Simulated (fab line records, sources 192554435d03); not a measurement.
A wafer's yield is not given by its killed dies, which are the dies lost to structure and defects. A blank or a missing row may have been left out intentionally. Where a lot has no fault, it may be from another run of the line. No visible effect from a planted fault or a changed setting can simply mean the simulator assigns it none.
fab line records	flow n5-finfet
[record] lots = 24	wafers = 72	last-day = 18
route steps=1938 shown HKMG_FIN@399 GATE_CUT@475
lots with no fault: from the same line, run without faults
start-h: the number of hours between the record's first day and the start of the first shown wafer of the lot	wait-h: time in hours since the lot's previous step	" as in the row above	L1.1+2: a row that stands for several wafers	- either no value or no given start	* or withheld: withheld	< > ~ a bound
route shown NAME@n: names a module that has steps shown in the file, with the first one's number in the route	usual: mean and standard deviation over wafers with no fault	same: alike in all rows	chamber/n: place in a boat	sites: the reading at each site	_std_site: their standard deviation	_edge_site: outer sites' mean less inner sites'	radius-mm: for every site, how far away it sits from the centre of the wafer	mask NAME#n: copy n	behind: the most recent tool/chamber to have shaped the wafer	hold: reason for holding the lot/hours on hold/outcome of the hold	device: the transistor (n, p or np) that didn't switch	end of line: tests of these same wafers at the route's end	a step given without rows: its recipe and nothing more	killed: not the wafer's yield, but the dies lost to structure and defects at the first sort	map: dies across one wafer; x = killed, . = not, _ = none there
set.NAME: the setting the step ran with; set.NAME@STEP: the setting that earlier step ran with	model.NAME: the simulator's own value behind a step, which no gauge read
a sample of lots followed through the steps of the route, with each step as a table and each wafer as a row
services: a tool's chamber out of use, with start hour (start-h, from the record's first day; less than 0 if before it), hours out, and reason
[[steps]]
[step N5_HKMG_FIN_OVL_MEAS_50]
[recipe] points-per-wafer = 44
[usual] NDIPOLE_OVL = -0.3/0.74
[same] points-per-wafer = 44
lot.wafer	tool	chamber	start-h	wait-h	NDIPOLE_OVL[nm]
L074.2	overlay-02	0	70.00	0.0	0.3
L074.3	"	0	"	"	0.3
L074.6	"	0	"	"	-0.1
L075.2	overlay-02	0	78.04	0.0	1.4
L075.4	"	0	"	"	0.3
L075.5	"	0	"	"	-1.1
L076.1	overlay-01	0	84.85	0.0	-0.1
L076.4	"	0	"	"	1.0
L076.5	"	0	"	"	0.4
L077.3	overlay-01	0	90.84	0.0	-0.5
L077.5	"	0	"	"	-0.5
L077.6	"	0	"	"	-1.8
L078.1	overlay-02	0	101.31	0.0	-0.5
L078.2	"	0	"	"	0.3
L078.5	"	0	"	"	-0.7
L079.2	overlay-01	0	107.79	0.0	-0.9
L079.3	"	0	"	"	0.5
L079.6	"	0	"	"	-0.1
L080.2	overlay-01	0	109.01	0.0	-0.3
L080.3	"	0	"	"	-1.1
L080.5	"	0	"	"	-1.1
L081.1	overlay-01	0	114.05	0.0	0.1
L081.3	"	0	"	"	-0.1
L081.6	"	0	"	"	0.2
L082.3	overlay-02	0	119.77	0.0	-0.9
L082.5	"	0	"	"	0.1
L082.6	"	0	"	"	-1.8
L083.1	overlay-02	0	126.58	0.0	-0.4
L083.2	"	0	"	"	0.7
L083.6	"	0	"	"	0.2
L084.1	overlay-01	0	131.93	0.0	-0.4
L084.4	"	0	"	"	1.0
L084.5	"	0	"	"	0.1
L085.1	overlay-01	0	137.35	0.0	-1.3
L085.3	"	0	"	"	-1.6
L085.6	"	0	"	"	-0.3
L086.3	overlay-01	0	144.32	0.0	-0.3
L086.4	"	0	"	"	-0.8
L086.5	"	0	"	"	-0.3
L087.2	overlay-02	0	153.43	0.0	-1.8
L087.3	"	0	"	"	-0.7
L087.5	"	0	"	"	-0.6
L088.3	overlay-01	0	156.86	0.0	-0.2
L088.5	"	0	"	"	-0.1
L088.6	"	0	"	"	0.7
L089.1	overlay-01	0	161.61	0.0	-0.2
L089.2	"	0	"	"	-0.8
L089.3	"	0	"	"	-0.8
L090.2	overlay-02	0	167.38	0.0	-1.1
L090.3	"	0	"	"	-0.4
L090.4	"	0	"	"	-1.1
L091.1	overlay-02	0	172.40	0.0	0.5
L091.2	"	0	"	"	-0.1
L091.4	"	0	"	"	-1.4
L092.1	overlay-02	0	177.93	0.0	-0.7
L092.2	"	0	"	"	0.5
L092.3	"	0	"	"	-0.1
L093.1	overlay-02	0	185.27	0.0	-0.1
L093.3	"	0	"	"	0.2
L093.5	"	0	"	"	0.8
L094.1	overlay-01	0	190.67	0.0	-0.1
L094.4	"	0	"	"	0.3
L094.5	"	0	"	"	-0.1
L095.2	overlay-02	0	201.40	0.0	-0.3
L095.3	"	0	"	"	0.2
L095.6	"	0	"	"	-0.3
L096.1	overlay-01	0	204.19	0.0	-0.6
L096.3	"	0	"	"	-1.9
L096.4	"	0	"	"	-0.4
L097.3	overlay-02	0	211.93	0.0	-1.1
L097.5	"	0	"	"	-0.5
L097.6	"	0	"	"	-0.6
[step N5_HKMG_FIN_STRIP_19]
[recipe] chemistry = N2/H2	power-w = 2500	temp-c = 300	h2-frac = 0.65	time-s = 360	pressure-mtorr = withheld	n2-flow-sccm = 1750	h2-flow-sccm = 3250
[usual] drypump-motor-current-A = 5.6/0.55	heater-power-w = 488/53
lot.wafer	tool	chamber	start-h	wait-h	drypump-motor-current-A	heater-power-w	rf-hours-counter-h
L074.2	plasma-asher-01	1	74.02	0.0	6.0	443	36
L074.3	"	1	"	"	6.0	448	-
L074.6	"	0	"	"	6.3	587	-
L075.2	plasma-asher-02	0	81.94	0.0	4.8	457	91
L075.4	"	1	"	"	5.6	477	-
L075.5	"	0	"	"	4.8	444	-
L076.1	plasma-asher-02	0	89.05	0.0	4.8	449	92
L076.4	"	1	"	"	5.6	474	-
L076.5	"	1	"	"	5.6	484	-
L077.3	plasma-asher-01	0	95.29	0.1	6.3	583	-
L077.5	"	0	"	"	6.3	598	-
L077.6	"	1	"	"	6.0	450	-
L078.1	plasma-asher-02	0	105.34	0.0	4.8	458	95
L078.2	"	1	"	"	5.6	480	95
L078.5	"	0	"	"	4.8	454	-
L079.2	plasma-asher-01	0	111.77	0.0	6.3	585	43
L079.3	"	0	"	"	6.3	575	-
L079.6	"	0	"	"	6.2	594	-
L080.2	plasma-asher-02	1	112.98	0.0	5.5	469	96
L080.3	"	0	"	"	4.9	451	-
L080.5	"	1	"	"	5.6	479	-
L081.1	plasma-asher-01	1	117.96	0.0	6.0	458	45
L081.3	"	0	"	"	6.3	573	-
L081.6	"	1	"	"	6.0	463	-
L082.3	plasma-asher-02	1	123.84	0.1	5.6	485	-
L082.5	"	0	"	"	4.8	461	-
L082.6	"	1	"	"	5.6	474	-
L083.1	plasma-asher-01	0	130.65	0.0	6.2	586	48
L083.2	"	1	"	"	6.0	462	48
L083.6	"	0	"	"	6.3	591	-
L084.1	plasma-asher-02	0	136.27	0.0	4.8	454	101
L084.4	"	0	"	"	4.8	457	-
L084.5	"	1	"	"	5.6	477	-
L085.1	plasma-asher-01	1	141.94	0.0	6.0	443	50
L085.3	"	1	"	"	6.0	441	-
L085.6	"	0	"	"	6.2	592	-
L086.3	plasma-asher-02	1	148.71	0.1	5.6	478	-
L086.4	"	0	"	"	4.8	464	-
L086.5	"	1	"	"	5.6	458	-
L087.2	plasma-asher-02	1	157.58	0.0	5.6	486	105
L087.3	"	0	"	"	4.8	449	-
L087.5	"	1	"	"	5.5	471	-
L088.3	plasma-asher-02	0	160.90	0.1	4.9	453	-
L088.5	"	1	"	"	5.6	481	-
L088.6	"	0	"	"	4.8	457	-
L089.1	plasma-asher-02	0	165.64	0.0	4.8	463	106
L089.2	"	1	"	"	5.6	487	106
L089.3	"	1	"	"	5.6	473	-
L090.2	plasma-asher-01	0	171.40	0.0	6.3	606	56
L090.3	"	1	"	"	6.0	453	-
L090.4	"	0	"	"	6.3	592	-
L091.1	plasma-asher-01	0	176.82	0.1	6.2	585	58
L091.2	"	1	"	"	6.0	454	58
L091.4	"	0	"	"	6.2	584	-
L092.1	plasma-asher-02	1	182.59	0.0	5.6	485	109
L092.2	"	0	"	"	4.9	460	109
L092.3	"	0	"	"	4.8	447	-
L093.1	plasma-asher-02	0	189.29	0.0	4.8	454	111
L093.3	"	0	"	"	4.8	455	-
L093.5	"	1	"	"	5.6	461	-
L094.1	plasma-asher-02	1	194.90	0.0	5.6	466	112
L094.4	"	1	"	"	5.6	472	-
L094.5	"	1	"	"	5.6	471	-
L095.2	plasma-asher-01	1	205.99	0.0	6.0	444	63
L095.3	"	0	"	"	6.3	591	-
L095.6	"	1	"	"	6.0	461	-
L096.1	plasma-asher-01	0	208.46	0.0	6.2	580	64
L096.3	"	1	"	"	6.0	459	-
L096.4	"	0	"	"	6.2	599	-
L097.3	plasma-asher-02	1	216.22	0.1	5.6	477	-
L097.5	"	1	"	"	5.6	477	-
L097.6	"	0	"	"	4.8	462	-
[step N5_HKMG_FIN_ETCHBACK_68]
[recipe] chemistry = Cl2/Ar	stop-on = HfO2	target-depth-a = 5	pressure-mtorr = 10	icp-w = 600	bias-w = 60	Cl2_flow_sccm = 40	Ar_flow_sccm = 60
[usual] drypump-motor-current-A = 5.5/0.37	oes-product-au = 0.70/0.1	throttle-valve-pct = 20.93/0.16
lot.wafer	tool	chamber	start-h	wait-h	drypump-motor-current-A	oes-product-au	rf-hours-counter-h	throttle-valve-pct
L074.2	rie-metal-03	1	76.22	0.0	5.5	0.72	63	21.07
L074.3	"	0	"	"	5.9	0.58	-	20.76
L074.6	"	1	"	"	5.5	0.72	-	21.08
L075.2	rie-metal-01	1	84.16	0.1	5.7	0.93	-	21.15
L075.4	"	1	"	"	5.7	0.93	-	21.15
L075.5	"	1	"	"	5.7	0.93	-	21.15
L076.1	rie-metal-01	1	91.06	0.0	5.7	0.92	7	21.16
L076.4	"	0	"	"	6.1	0.99	-	20.71
L076.5	"	1	"	"	5.7	0.92	-	21.16
L077.3	rie-metal-02	1	97.36	0.1	5.7	0.66	-	20.96
L077.5	"	0	"	"	4.9	0.68	-	20.74
L077.6	"	1	"	"	5.7	0.66	-	20.93
L078.1	rie-metal-03	1	107.39	0.0	5.6	0.71	67	21.07
L078.2	"	0	"	"	6.0	0.58	137	20.78
L078.5	"	1	"	"	5.6	0.71	-	21.08
L079.2	rie-metal-03	1	113.85	0.0	5.5	0.71	68	21.08
L079.3	"	0	"	"	6.0	0.58	-	20.76
L079.6	"	1	"	"	5.5	0.71	-	21.07
L080.2	rie-metal-03	0	115.04	0.0	6.0	0.57	138	20.79
L080.3	"	1	"	"	5.5	0.63	-	21.20
L080.5	"	1	"	"	5.5	0.71	-	21.07
L081.1	rie-metal-02	1	119.97	0.0	5.7	0.65	107	20.95
L081.3	"	1	"	"	5.7	0.65	-	20.95
L081.6	"	1	"	"	5.7	0.65	-	20.94
L082.3	rie-metal-03	0	125.77	0.1	5.9	0.57	-	20.77
L082.5	"	0	"	"	5.9	0.58	-	20.77
L082.6	"	1	"	"	5.6	0.71	-	21.09
L083.1	rie-metal-02	1	132.78	0.0	5.7	0.65	109	20.97
L083.2	"	0	"	"	4.9	0.68	79	20.76
L083.6	"	1	"	"	5.7	0.66	-	20.96
L084.1	rie-metal-03	0	138.33	0.0	5.9	0.57	139	20.78
L084.4	"	0	"	"	6.0	0.57	-	20.79
L084.5	"	0	"	"	6.0	0.57	-	20.79
L085.1	rie-metal-02	1	144.07	0.0	5.7	0.65	109	20.96
L085.3	"	1	"	"	5.7	0.65	-	20.98
L085.6	"	0	"	"	4.9	0.67	-	20.75
L086.3	rie-metal-02	0	150.65	0.1	4.9	0.68	-	20.75
L086.4	"	1	"	"	5.7	0.65	-	20.96
L086.5	"	0	"	"	4.9	0.68	-	20.75
L087.2	rie-metal-03	1	159.65	0.1	5.6	0.70	-	21.09
L087.3	"	1	"	"	5.5	0.70	-	21.11
L087.5	"	1	"	"	5.5	0.70	-	21.08
L088.3	rie-metal-03	1	162.87	0.1	5.6	0.70	-	21.09
L088.5	"	1	"	"	5.5	0.70	-	21.09
L088.6	"	1	"	"	5.5	0.70	-	21.10
L089.1	rie-metal-02	0	167.65	0.0	4.9	0.68	82	20.73
L089.2	"	1	"	"	5.7	0.65	111	20.95
L089.3	"	1	"	"	5.7	0.65	-	20.97
L090.2	rie-metal-02	1	173.41	0.0	5.7	0.64	112	20.96
L090.3	"	1	"	"	5.7	0.65	-	20.95
L090.4	"	0	"	"	4.9	0.67	-	20.76
L091.1	rie-metal-02	0	178.83	0.0	4.9	0.62	83	20.83
L091.2	"	1	"	"	5.7	0.65	112	20.97
L091.4	"	0	"	"	4.9	0.67	-	20.75
L092.1	rie-metal-01	1	184.60	0.0	5.7	0.88	16	21.17
L092.2	"	0	"	"	6.1	0.90	9	20.73
L092.3	"	0	"	"	6.1	0.91	-	20.73
L093.1	rie-metal-02	0	191.46	0.0	4.9	0.67	84	20.75
L093.3	"	0	"	"	4.9	0.67	-	20.76
L093.5	"	1	"	"	5.7	0.65	-	20.96
L094.1	rie-metal-02	0	197.01	0.0	4.9	0.67	84	20.78
L094.4	"	1	"	"	5.7	0.64	-	20.96
L094.5	"	1	"	"	5.7	0.64	-	20.97
L095.2	rie-metal-02	0	208.01	0.0	4.9	0.66	85	20.77
L095.3	"	0	"	"	4.9	0.67	-	20.76
L095.6	"	0	"	"	4.9	0.67	-	20.75
L096.1	rie-metal-03	1	210.69	0.0	5.6	0.69	78	21.10
L096.3	"	1	"	"	5.6	0.69	-	21.10
L096.4	"	1	"	"	5.5	0.69	-	21.11
L097.3	rie-metal-01	0	218.34	0.1	6.1	0.88	-	20.73
L097.5	"	1	"	"	5.7	0.87	-	21.17
L097.6	"	0	"	"	6.1	0.88	-	20.72
[step N5_HKMG_FIN_ALD_21]
[recipe] material = TiN	target-thk-a = 15	temp-c = 400	ald-precursor-family = TiCl4	ald-co-reactant = NH3	pulse-time-s = 1	purge-time-s = 3	co-reactant-purge-time-s = 2	co-reactant-pulse-time-s = 2	ald-cycles = 68	pressure-torr = 3
[usual] heater-power-w = 808/95	precursor-pulse-height-rel = 1.000/0.019	susceptor-temp-C = 400.00/0.23
lot.wafer	tool	chamber	start-h	wait-h	heater-power-w	precursor-pulse-height-rel	susceptor-temp-C
L074.2	ald-metal-01	2	76.74	0.3	881	0.996	400.27
L074.3	"	1	"	"	862	0.985	399.79
L074.6	"	2	"	"	850	0.990	400.46
L075.2	ald-metal-03	0	84.76	0.3	789	0.980	399.73
L075.4	"	2	"	"	647	0.971	400.11
L075.5	"	3	"	"	831	0.994	399.94
L076.1	ald-metal-03	2	91.59	0.3	670	0.993	400.08
L076.4	"	0	"	"	767	1.017	399.77
L076.5	"	0	"	"	786	1.004	400.15
L077.3	ald-metal-03	1	97.84	0.1	827	0.992	400.17
L077.5	"	0	"	"	782	1.039	399.88
L077.6	"	1	"	"	837	1.013	400.08
L078.1	ald-metal-01	0	107.92	0.3	949	1.033	400.04
L078.2	"	3	"	"	634	1.019	400.05
L078.5	"	0	"	"	925	1.014	400.07
L079.2	ald-metal-02	3	114.37	0.3	883	0.973	400.20
L079.3	"	2	"	"	788	0.995	400.09
L079.6	"	2	"	"	766	0.991	400.25
L080.2	ald-metal-02	3	115.57	0.3	866	1.011	400.07
L080.3	"	2	"	"	789	1.003	399.98
L080.5	"	2	"	"	796	1.010	400.04
L081.1	ald-metal-01	2	120.49	0.3	883	1.003	400.10
L081.3	"	3	"	"	633	0.981	399.64
L081.6	"	2	"	"	870	0.989	400.19
L082.3	ald-metal-02	2	126.26	0.1	776	1.033	400.02
L082.5	"	1	"	"	884	1.013	399.72
L082.6	"	0	"	"	871	1.001	400.31
L083.1	ald-metal-01	3	133.30	0.3	646	0.978	400.36
L083.2	"	2	"	"	885	0.977	400.31
L083.6	"	2	"	"	866	0.979	400.17
L084.1	ald-metal-01	2	138.86	0.3	898	1.010	400.10
L084.4	"	0	"	"	913	1.012	400.04
L084.5	"	2	"	"	866	1.000	399.98
L085.1	ald-metal-01	2	144.59	0.3	859	1.009	400.05
L085.3	"	0	"	"	951	0.985	399.84
L085.6	"	1	"	"	845	1.041	400.14
L086.3	ald-metal-03	1	151.13	0.1	830	1.013	399.94
L086.4	"	3	"	"	816	0.993	399.83
L086.5	"	2	"	"	653	1.010	400.12
L087.2	ald-metal-01	2	160.25	0.3	884	0.984	400.08
L087.3	"	1	"	"	843	1.003	400.28
L087.5	"	3	"	"	641	0.991	400.58
L088.3	ald-metal-03	2	163.44	0.1	688	1.029	400.25
L088.5	"	0	"	"	791	0.995	400.21
L088.6	"	3	"	"	838	0.986	399.81
L089.1	ald-metal-01	2	168.18	0.3	867	1.049	399.95
L089.2	"	0	"	"	961	1.022	399.55
L089.3	"	1	"	"	846	0.978	399.89
L090.2	ald-metal-01	0	173.94	0.3	929	0.993	400.37
L090.3	"	2	"	"	864	1.000	399.57
L090.4	"	1	"	"	824	0.997	399.74
L091.1	ald-metal-03	3	179.36	0.3	828	1.022	399.84
L091.2	"	0	"	"	797	1.000	400.15
L091.4	"	2	"	"	663	1.020	400.15
L092.1	ald-metal-03	0	185.13	0.3	770	1.004	400.09
L092.2	"	1	"	"	802	0.993	399.87
L092.3	"	2	"	"	658	0.996	399.95
L093.1	ald-metal-02	2	191.99	0.3	780	1.019	400.39
L093.3	"	3	"	"	882	0.982	399.86
L093.5	"	1	"	"	857	0.988	400.05
L094.1	ald-metal-03	1	197.53	0.3	826	0.995	399.79
L094.4	"	2	"	"	650	0.973	400.08
L094.5	"	0	"	"	798	1.005	399.68
L095.2	ald-metal-01	2	208.53	0.3	880	1.006	400.03
L095.3	"	0	"	"	981	1.005	400.24
L095.6	"	3	"	"	627	0.992	399.82
L096.1	ald-metal-02	3	211.34	0.3	890	1.002	399.75
L096.3	"	0	"	"	896	0.990	400.54
L096.4	"	1	"	"	857	0.989	399.81
L097.3	ald-metal-03	3	218.83	0.1	832	1.007	400.04
L097.5	"	0	"	"	784	1.001	400.22
L097.6	"	3	"	"	834	1.039	400.27
[step N5_GATE_CUT_CMP_02]
[recipe] stop-on = SiO2	t-overpolish-s = 12.7	post-cmp-clean = alkaline-brush	down-force-psi = 2.5	platen-rpm = 51.8	pad-velocity-m-s = 1.0307	target-thk-nm = 0
[usual] motor-current-A = 8.9/1	overpolish-run-s = 12.701/0.0094	time-to-endpoint-s = 25/3.2
lot.wafer	tool	chamber	start-h	wait-h	motor-current-A	overpolish-run-s	time-to-endpoint-s
L074.2	cmp-02	1	80.90	0.1	10.4	12.690	25
L074.3	"	2	"	"	10.3	12.709	24
L074.6	"	2	"	"	10.1	12.699	24
L075.4	cmp-03	3	88.95	0.0	8.6	12.712	31
L075.2	"	0	"	"	7.6	12.692	24
L075.5	"	3	"	"	8.9	12.712	31
L076.1	cmp-04	3	95.86	0.1	9.5	12.706	25
L076.4	"	1	"	"	8.5	12.697	27
L076.5	"	0	"	"	9.3	12.698	25
L077.3	cmp-04	3	103.94	0.1	9.0	12.701	25
L077.5	"	3	"	"	8.3	12.694	25
L077.6	"	0	"	"	9.4	12.695	21
L078.2	cmp-02	1	114.46	0.1	10.4	12.683	26
L078.1	"	2	"	"	11.0	12.693	22
L078.5	"	3	"	"	7.2	12.688	18
L079.2	cmp-02	2	118.67	0.1	10.6	12.703	22
L079.3	"	0	"	"	9.9	12.687	21
L079.6	"	2	"	"	10.5	12.697	20
L080.3	cmp-02	3	121.96	0.1	7.8	12.705	21
L080.2	"	1	"	"	10.2	12.707	27
L080.5	"	3	"	"	7.4	12.689	25
L081.1	cmp-03	2	124.68	0.1	8.1	12.703	25
L081.3	"	0	"	"	8.0	12.696	23
L081.6	"	2	"	"	8.3	12.697	25
L082.3	cmp-03	0	130.69	0.2	7.8	12.691	22
L082.5	"	1	"	"	7.7	12.695	27
L082.6	"	2	"	"	8.0	12.683	24
L083.2	cmp-02	3	137.54	0.1	7.9	12.703	20
L083.1	"	0	"	"	9.6	12.685	24
L083.6	"	3	"	"	7.6	12.696	20
L084.1	cmp-04	1	143.05	0.1	8.9	12.705	22
L084.4	"	2	"	"	8.7	12.691	18
L084.5	"	0	"	"	9.6	12.702	21
L085.1	cmp-03	3	148.97	0.1	8.5	12.702	29
L085.3	"	0	"	"	8.2	12.698	22
L085.6	"	0	"	"	8.1	12.703	25
L086.4	cmp-02	3	155.53	0.1	7.9	12.697	23
L086.3	"	0	"	"	9.0	12.710	26
L086.5	"	2	"	"	10.3	12.709	25
L087.3	cmp-02	1	164.41	0.1	9.9	12.723	26
L087.2	"	0	"	"	9.7	12.716	25
L087.5	"	2	"	"	9.9	12.714	24
L088.3	cmp-03	3	167.70	0.2	9.0	12.694	26
L088.6	"	0	"	"	7.9	12.699	20
L088.5	"	1	"	"	8.2	12.704	27
L089.2	cmp-02	1	172.72	0.1	10.6	12.690	27
L089.3	"	2	"	"	10.1	12.696	22
L089.1	"	3	"	"	7.4	12.706	21
L090.4	cmp-03	3	178.29	0.0	7.8	12.681	26
L090.3	"	1	"	"	7.7	12.701	25
L090.2	"	2	"	"	8.3	12.692	24
L091.4	cmp-02	3	184.70	0.1	7.3	12.703	23
L091.2	"	0	"	"	9.3	12.701	25
L091.1	"	1	"	"	10.3	12.686	26
L092.3	cmp-04	3	190.99	0.1	8.8	12.721	27
L092.2	"	0	"	"	9.6	12.699	23
L092.1	"	1	"	"	8.3	12.691	28
L093.3	cmp-03	2	196.22	0.1	8.2	12.699	29
L093.1	"	3	"	"	8.9	12.697	31
L093.5	"	0	"	"	7.5	12.707	25
L094.4	cmp-04	3	201.78	0.0	8.7	12.704	23
L094.1	"	2	"	"	8.8	12.711	25
L094.5	"	0	"	"	9.2	12.703	26
L095.3	cmp-02	3	212.90	0.1	7.5	12.708	23
L095.2	"	0	"	"	9.7	12.718	28
L095.6	"	3	"	"	7.8	12.698	22
L096.1	cmp-04	1	215.49	0.1	8.2	12.696	25
L096.4	"	2	"	"	9.3	12.717	24
L096.3	"	3	"	"	9.1	12.711	26
L097.3	cmp-03	2	223.22	0.3	8.6	12.707	28
L097.6	"	1	"	"	8.3	12.702	32
L097.5	"	2	"	"	8.1	12.692	29
[step N5_GATE_CUT_HM_DEP_46]
[recipe] material = SiO2	target-thk-a = 1300	temp-c = 400	precursor = TEOS/O2	pressure-torr = 6.5	rf-w = 900	teos-flow-sccm = 161.4	gas = O2	flow-sccm = 2650	time-s = 26.6
[usual] heater-power-w = 578/98	showerhead-plenum-p-Torr = 8.34/0.035	susceptor-temp-C = 400.00/0.22	throttle-valve-pct = 18.3/0.45
lot.wafer	tool	chamber	start-h	wait-h	heater-power-w	showerhead-plenum-p-Torr	susceptor-temp-C	throttle-valve-pct
L074.2	pecvd-01	1	81.23	0.0	714	8.37	399.96	18.4
L074.3	"	0	"	"	481	8.36	400.05	19.2
L074.6	"	0	"	"	502	8.34	400.26	19.1
L075.2	pecvd-04	0	89.28	0.0	627	8.35	400.18	17.9
L075.4	"	1	"	"	577	8.37	399.94	17.7
L075.5	"	2	"	"	690	8.30	399.68	18.8
L076.1	pecvd-04	2	96.20	0.0	582	8.29	400.26	18.6
L076.4	"	2	"	"	579	8.29	399.94	18.3
L076.5	"	0	"	"	660	8.34	400.17	18.1
L077.3	pecvd-04	2	104.28	0.0	574	8.28	400.48	18.2
L077.5	"	0	"	"	712	8.38	400.34	18.2
L077.6	"	2	"	"	594	8.30	400.69	18.8
L078.1	pecvd-01	0	114.71	0.0	484	8.33	400.10	19.3
L078.2	"	2	"	"	536	8.30	399.44	17.9
L078.5	"	2	"	"	569	8.32	399.89	18.0
L079.2	pecvd-04	1	119.01	0.0	543	8.36	399.95	17.9
L079.3	"	0	"	"	612	8.35	399.73	18.2
L079.6	"	0	"	"	612	8.37	400.02	18.3
L080.2	pecvd-04	1	122.25	0.0	580	8.38	400.48	17.8
L080.3	"	1	"	"	573	8.36	400.29	17.8
L080.5	"	1	"	"	578	8.37	400.31	17.7
L081.1	pecvd-04	1	125.01	0.0	492	8.37	399.96	17.8
L081.3	"	2	"	"	694	8.33	400.17	18.2
L081.6	"	1	"	"	507	8.36	399.96	17.7
L082.3	pecvd-01	1	130.90	0.0	616	8.38	400.27	18.2
L082.5	"	0	"	"	438	8.35	400.16	19.2
L082.6	"	2	"	"	560	8.30	400.06	18.1
L083.1	pecvd-04	1	137.87	0.0	521	8.38	400.18	17.6
L083.2	"	2	"	"	655	8.28	400.08	18.7
L083.6	"	2	"	"	667	8.29	400.28	18.5
L084.1	pecvd-03	2	143.35	0.0	453	8.31	399.87	17.9
L084.4	"	0	"	"	413	8.39	399.78	19.1
L084.5	"	2	"	"	459	8.30	400.04	17.6
L085.1	pecvd-01	1	149.30	0.0	637	8.39	399.89	18.2
L085.3	"	0	"	"	509	8.35	399.78	19.0
L085.6	"	1	"	"	656	8.38	399.80	18.4
L086.3	pecvd-04	0	155.79	0.0	571	8.36	399.91	18.1
L086.4	"	1	"	"	569	8.37	400.12	17.8
L086.5	"	2	"	"	626	8.30	400.10	18.5
L087.2	pecvd-04	1	164.74	0.0	571	8.37	399.93	17.5
L087.3	"	2	"	"	590	8.26	400.04	18.5
L087.5	"	0	"	"	676	8.37	399.77	18.2
L088.3	pecvd-04	0	167.92	0.0	612	8.37	400.09	18.4
L088.5	"	1	"	"	574	8.34	399.57	17.8
L088.6	"	0	"	"	619	8.34	399.97	18.2
L089.1	pecvd-01	0	173.05	0.0	488	8.34	399.86	19.1
L089.2	"	1	"	"	627	8.39	400.32	18.3
L089.3	"	2	"	"	418	8.27	400.00	18.3
L090.2	pecvd-04	1	178.62	0.0	573	8.37	399.95	18.0
L090.3	"	2	"	"	567	8.30	399.74	18.3
L090.4	"	2	"	"	591	8.29	400.20	18.2
L091.1	pecvd-03	2	184.99	0.0	436	8.31	399.48	17.7
L091.2	"	1	"	"	741	8.37	399.67	18.0
L091.4	"	0	"	"	426	8.39	399.85	19.1
L092.1	pecvd-04	0	191.33	0.0	721	8.34	400.15	18.2
L092.2	"	1	"	"	504	8.35	399.87	17.5
L092.3	"	1	"	"	511	8.36	399.58	17.8
L093.1	pecvd-01	0	196.47	0.0	410	8.37	400.25	19.0
L093.3	"	1	"	"	738	8.38	399.75	18.2
L093.5	"	1	"	"	769	8.36	399.89	18.7
L094.1	pecvd-01	2	202.11	0.0	504	8.32	400.41	18.1
L094.4	"	2	"	"	505	8.30	399.98	18.3
L094.5	"	1	"	"	746	8.37	399.80	18.5
L095.2	pecvd-01	0	213.20	0.0	465	8.34	400.00	19.1
L095.3	"	1	"	"	744	8.39	399.96	18.0
L095.6	"	1	"	"	728	8.38	399.93	18.2
L096.1	pecvd-01	2	215.82	0.0	433	8.28	400.19	18.2
L096.3	"	0	"	"	522	8.35	400.20	19.2
L096.4	"	1	"	"	753	8.40	399.74	18.3
L097.3	pecvd-03	2	223.51	0.0	549	8.31	400.10	17.7
L097.5	"	0	"	"	421	8.39	399.74	18.8
L097.6	"	1	"	"	648	8.36	400.06	18.2
[[services]]
tool	chamber	start-h	hours	kind
cmp-04	-	57.36	12.6	pm
cmp-02	-	62.47	4.0	pm
cmp-03	-	66.41	1.5	repair
cmp-02	-	68.14	3.8	pm
cmp-04	-	73.24	0.8	repair
plasma-asher-02	-	74.47	0.4	repair
cmp-04	-	87.31	4.5	repair
cmp-02	-	116.62	0.3	repair
pecvd-01	-	116.65	2.8	pm
cmp-02	-	117.34	1.2	repair
pecvd-04	0	122.10	6.5	repair
ald-metal-03	-	131.28	14.6	pm
cmp-02	-	137.80	2.3	repair
cmp-02	-	145.88	6.5	pm
rie-metal-03	0	159.23	2.2	repair
plasma-asher-02	-	176.14	4.9	repair
ald-metal-01	-	178.52	28.1	pm
cmp-02	-	187.17	3.8	repair
pecvd-04	2	189.26	3.8	repair
pecvd-01	-	200.46	0.3	repair
cmp-03	-	202.03	4.7	pm
rie-metal-03	0	202.61	15.0	repair
cmp-03	-	209.37	4.0	pm
cmp-02	-	213.67	5.1	repair
[[key]]
fault none
